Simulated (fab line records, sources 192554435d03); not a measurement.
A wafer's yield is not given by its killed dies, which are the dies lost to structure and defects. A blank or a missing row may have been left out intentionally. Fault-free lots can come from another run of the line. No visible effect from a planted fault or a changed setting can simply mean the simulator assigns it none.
Which tool was responsible? -- flow n5Finfet -- Sampling: 8 lots, 23 wafers, 6 of 1938 route steps

== WHAT EACH GAUGE READ, for each wafer ==
N5_BEOL_M4_RC_MEAS_101. Usual: DIBL_N 36.1 mV/V, standard deviation 1.5; DIBL_P 36.1 mV/V, standard deviation 1.9; IOFF_N 0.159 nA/um, standard deviation 0.029; IOFF_P 0.21 nA/um, standard deviation 0.038; ION_N 675 uA/um, standard deviation 11; ION_P 464 uA/um, standard deviation 8.1; SS_N 71.5 mV/dec, standard deviation 0.57; SS_P 73.3 mV/dec, standard deviation 0.64; VT_N 249 mV, standard deviation 3.1; VT_P -250 mV, standard deviation 3.8.
lot,measured,on,DIBL_N (mV/V),DIBL_P (mV/V),IOFF_N (nA/um),IOFF_P (nA/um),ION_N (uA/um),ION_P (uA/um),SS_N (mV/dec),SS_P (mV/dec),VT_N (mV),VT_P (mV),flag
L599,day 9 09:17,prober-01,41.1 36.9 38.0,40.4 36.6 37.7,0.279 0.175 0.186,0.29 0.21 0.23,694 679 684,470 460 465,72.1 71.8 72.0,74.6 73.2 74.4,245 249 247,-248 -252 -251,
L607,day 11 15:29,prober-01,34.6 34.1 37.3,33.0 32.4 36.1,0.133 0.122 0.177,0.17 0.16 0.21,675 666 684,462 459 467,70.8 71.0 71.5,72.3 72.4 74.1,248 252 248,-253 -255 -251,
L608,day 12 02:38,prober-01,32.5 35.7,32.2 35.1,0.111 0.150,0.17 0.21,667 663,464 458,70.8 71.1,72.5 73.2,253 249,-254 -248,
L612,day 12 17:18,prober-01,37.1 36.9 38.5,36.9 37.2 39.3,0.177 0.184 0.213,0.26 0.28 0.31,686 691 702,476 481 479,72.1 71.4 72.2,73.8 73.1 73.5,245 248 244,-245 -241 -241,
L614,day 13 18:02,prober-02,37.1 37.5 37.6,37.1 37.7 37.6,0.173 0.192 0.198,0.30 0.32 0.31,677 689 686,479 481 473,71.4 72.1 72.0,73.3 73.7 74.3,246 247 245,-241 -242 -244,

== TOOL THAT RAN EACH LOT (tool first, then ch and the chambers of the sampled wafers, then the start) ==
lot,N5_SDB_HM_DEP_00,N5_SDB_STRIP_21,N5_SDB_HM_OPEN_20,N5_SDB_STRIP_22,N5_SDB_ETCH_25
L599,"pecvd-04 ch 0,1, day 5 11:22","rieDiel-02 ch 0,3, day 5 12:39","rieDiel-02 ch 0,3, day 5 12:40","plasmaAsher-01 ch 1, day 5 12:45","rieDiel-01 ch 0,1,2, day 5 13:55"
L600,"pecvd-04 ch 0,1, day 5 20:32","rieDiel-01 ch 1,2,3, day 5 21:17","rieDiel-01 ch 1,2,3, day 5 21:18","plasmaAsher-02 ch 1, day 5 21:23","rieDiel-02 ch 0,2,3, day 5 22:16"
L601,"pecvd-02 ch 0,1, day 6 05:19","rieDiel-02 ch 0,1,3, day 6 07:23","rieDiel-02 ch 0,1,3, day 6 07:25","plasmaAsher-01 ch 0,1, day 6 07:29","rieDiel-02 ch 0,2,3, day 6 08:49"
L602,"pecvd-03 ch 0,2, day 6 10:05","rieDiel-02 ch 0,2,3, day 6 11:44","rieDiel-02 ch 0,2,3, day 6 11:46","plasmaAsher-01 ch 0,1, day 6 11:50","rieDiel-02 ch 0,1,2, day 6 13:27"
L607,"pecvd-04 ch 0,1,2, day 7 16:18","rieDiel-01 ch 0,1,3, day 7 16:56","rieDiel-01 ch 0,1,3, day 7 16:58","plasmaAsher-01 ch 0,1, day 7 17:04","rieDiel-01 ch 0,1,3, day 7 17:17"
L608,"pecvd-04 ch 1,2, day 7 20:17","rieDiel-02 ch 0,3, day 7 21:02","rieDiel-02 ch 0,3, day 7 21:04","plasmaAsher-02 ch 1, day 7 21:11","rieDiel-02 ch 1,2, day 7 21:24"
L612,"pecvd-02 ch 0,2, day 8 16:48","rieDiel-02 ch 0,2,3, day 8 17:26","rieDiel-02 ch 0,2,3, day 8 17:27","plasmaAsher-01 ch 0,1, day 8 17:32","rieDiel-01 ch 0,2, day 8 17:45"
L614,"pecvd-02 ch 0,1,2, day 9 06:22","rieDiel-02 ch 0,1, day 9 07:34","rieDiel-02 ch 0,1, day 9 07:35","plasmaAsher-01 ch 0,1, day 9 07:40","rieDiel-01 ch 1,3, day 9 07:53"
- N5_SDB_HM_DEP_00: deposits SiNx from SiH4/NH3/N2, target thk 40 nm, time 35.3 s.
- N5_SDB_STRIP_21: strips in CF4.
- N5_SDB_HM_OPEN_20: chemistry CH3F/O2, target SiNx, stops on poly-Si, target depth 24 nm.
- N5_SDB_STRIP_22: strips in N2/H2.
- N5_SDB_ETCH_25: etches SiO2 in C4F6/O2, target depth 10 nm, time 3.3 s.

== WHAT THE TOOLS THEMSELVES READ (means of the sampled wafers that have a number; where no wafer has one, the mark that the record gives instead) ==
N5_SDB_HM_DEP_00. Usual: heaterPowerW 774 W, standard deviation 120; rfFwdPowerW 297.4 W, standard deviation 1; showerheadPlenumPTorr 5.12 Torr, standard deviation 0.042; throttleValvePct 40.1 %, standard deviation 2.1.
lot,tool,heaterPowerW (W),rfFwdPowerW (W),showerheadPlenumPTorr (Torr),throttleValvePct (%),flag
L599,pecvd-04,854,296.9,5.11,40.5,
L600,pecvd-04,774,296.9,5.13,40.0,
L601,pecvd-02,783,298.6,5.13,39.7,
L602,pecvd-03,846,297.5,5.12,40.7,
L607,pecvd-04,792,297.6,5.12,40.3,
L608,pecvd-04,830,296.6,5.10,40.8,
L612,pecvd-02,873,297.4,5.07,39.1,
L614,pecvd-02,873,297.3,5.09,39.3,

N5_SDB_STRIP_21. Usual: drypumpMotorCurrentA 5.6 A, standard deviation 0.5; oesProductAu 0.83 a.u., standard deviation 0.067; rfFwdPowerW 292.7 W, standard deviation 1; rfVppV 271.5 V, standard deviation 1.7; showerheadPlenumPTorr 1.81 Torr, standard deviation 0.059; throttleValvePct 13.49 %, standard deviation 0.22.
lot,tool,drypumpMotorCurrentA (A),oesProductAu (a.u.),rfFwdPowerW (W),rfVppV (V),showerheadPlenumPTorr (Torr),throttleValvePct (%),flag
L599,rieDiel-02,5.1,0.87,292.0,271.3,1.78,13.47,
L600,rieDiel-01,5.8,0.77,292.5,270.7,1.77,13.68,
L601,rieDiel-02,5.3,0.86,292.8,271.1,1.81,13.39,
L602,rieDiel-02,5.4,0.85,292.5,271.9,1.82,13.39,
L607,rieDiel-01,5.7,0.75,292.6,270.7,1.75,13.74,
L608,rieDiel-02,5.3,0.84,292.2,270.6,1.79,13.45,
L612,rieDiel-02,5.5,0.81,292.7,271.7,1.81,13.43,
L614,rieDiel-02,5.7,0.82,293.0,271.4,1.83,13.36,

N5_SDB_HM_OPEN_20. Usual: CH3F_flow_sccm 30.00 sccm, standard deviation 0.1; O2_flow_sccm 20.00 sccm, standard deviation 0.061; drypumpMotorCurrentA 5.6 A, standard deviation 0.5; oesProductAu 0.69 a.u., standard deviation 0.057; rfFwdPowerW 392.0 W, standard deviation 1.2; rfVppV 296.4 V, standard deviation 3; showerheadPlenumPTorr 2.01 Torr, standard deviation 0.078; throttleValvePct 16.24 %, standard deviation 0.19.
lot,tool,CH3F_flow_sccm (sccm),O2_flow_sccm (sccm),drypumpMotorCurrentA (A),oesProductAu (a.u.),rfFwdPowerW (W),rfVppV (V),showerheadPlenumPTorr (Torr),throttleValvePct (%),flag
L599,rieDiel-02,30.02,19.96,5.1,0.72,392.4,296.0,1.98,16.21,
L600,rieDiel-01,-,-,-,-,-,-,-,-,OFF
L601,rieDiel-02,-,-,-,-,-,-,-,-,OFF
L602,rieDiel-02,-,-,-,-,-,-,-,-,OFF
L607,rieDiel-01,29.84,20.08,5.7,0.62,391.2,296.2,1.94,16.46,
L608,rieDiel-02,30.13,20.03,5.2,0.69,393.3,295.9,1.99,16.20,
L612,rieDiel-02,29.96,19.99,5.4,0.67,392.1,295.1,2.02,16.21,
L614,rieDiel-02,29.88,20.01,5.7,0.68,391.4,295.3,2.02,16.03,

N5_SDB_STRIP_22. Usual: drypumpMotorCurrentA 5.6 A, standard deviation 0.51; h2FlowSccm 3249 sccm, standard deviation 9; heaterPowerW 306 W, standard deviation 11; oesProductAu 0.715 a.u., standard deviation 0.0048; stripTimeToEndpointS 96.3 s, standard deviation 0.35; tempC 250.00 C, standard deviation 0.14.
lot,tool,drypumpMotorCurrentA (A),h2FlowSccm (sccm),heaterPowerW (W),oesProductAu (a.u.),stripTimeToEndpointS (s),tempC (C),flag
L599,plasmaAsher-01,5.6,3238,311,0.711,96.4,250.15,
L600,plasmaAsher-02,5.5,3246,292,0.726,112.1,249.87,OFF
L601,plasmaAsher-01,5.2,3245,307,0.733,112.0,250.07,OFF
L602,plasmaAsher-01,5.2,3248,317,0.734,112.3,249.95,OFF
L607,plasmaAsher-01,5.3,3248,309,0.714,96.5,250.02,
L608,plasmaAsher-02,5.4,3242,300,0.719,96.3,249.99,
L612,plasmaAsher-01,5.4,3252,309,0.716,96.2,249.98,
L614,plasmaAsher-01,5.2,3255,316,0.713,95.6,249.92,

N5_SDB_ETCH_25. Usual: drypumpMotorCurrentA 5.7 A, standard deviation 0.51; oesProductAu 0.82 a.u., standard deviation 0.083; rfFwdPowerW 342.7 W, standard deviation 1.2; rfVppV 664 V, standard deviation 6.7; showerheadPlenumPTorr 2.85 Torr, standard deviation 0.11; throttleValvePct 21.13 %, standard deviation 0.17.
lot,tool,drypumpMotorCurrentA (A),oesProductAu (a.u.),rfFwdPowerW (W),rfVppV (V),showerheadPlenumPTorr (Torr),throttleValvePct (%),flag
L599,rieDiel-01,5.9,0.73,341.7,659,2.78,21.27,
L600,rieDiel-02,5.4,0.87,343.4,660,2.89,21.00,
L601,rieDiel-02,5.5,0.85,343.2,659,2.89,21.01,
L602,rieDiel-02,5.7,0.85,342.8,657,2.93,20.89,
L607,rieDiel-01,5.7,0.76,342.2,663,2.77,21.24,
L608,rieDiel-02,5.7,0.83,340.1,658,2.93,20.89,
L612,rieDiel-01,6.3,0.87,340.9,658,2.76,21.10,
L614,rieDiel-01,5.4,0.73,343.9,665,2.79,21.21,

== THE ANSWER, worked out from the rows above alone ==
Rule: a lot is off if the mean of its wafers that have a number lies more than 3 standard deviations from the usual mean. A lot without any number at a reading at which 4 lots or more have one is off too. All remaining lots with rows at the step are treated as sound. After the gauges, taken in route order, come the tools' own readings; for these a lot's mean is taken, as printed above. At the first step where some lot is off, the reading lying furthest off is the one used; lots without a number count as furthest.
Off: L600, L601, L602, at N5_SDB_HM_OPEN_20 (CH3F_flow_sccm). Without a number there: L600, L601, L602.
If a tool, at that step or one of the process steps before it, ran each lot that is off and ran no sound lot following the first of them, it fits. Of those tried, none fits.

== WHAT THE SIMULATOR HAD INSERTED ==
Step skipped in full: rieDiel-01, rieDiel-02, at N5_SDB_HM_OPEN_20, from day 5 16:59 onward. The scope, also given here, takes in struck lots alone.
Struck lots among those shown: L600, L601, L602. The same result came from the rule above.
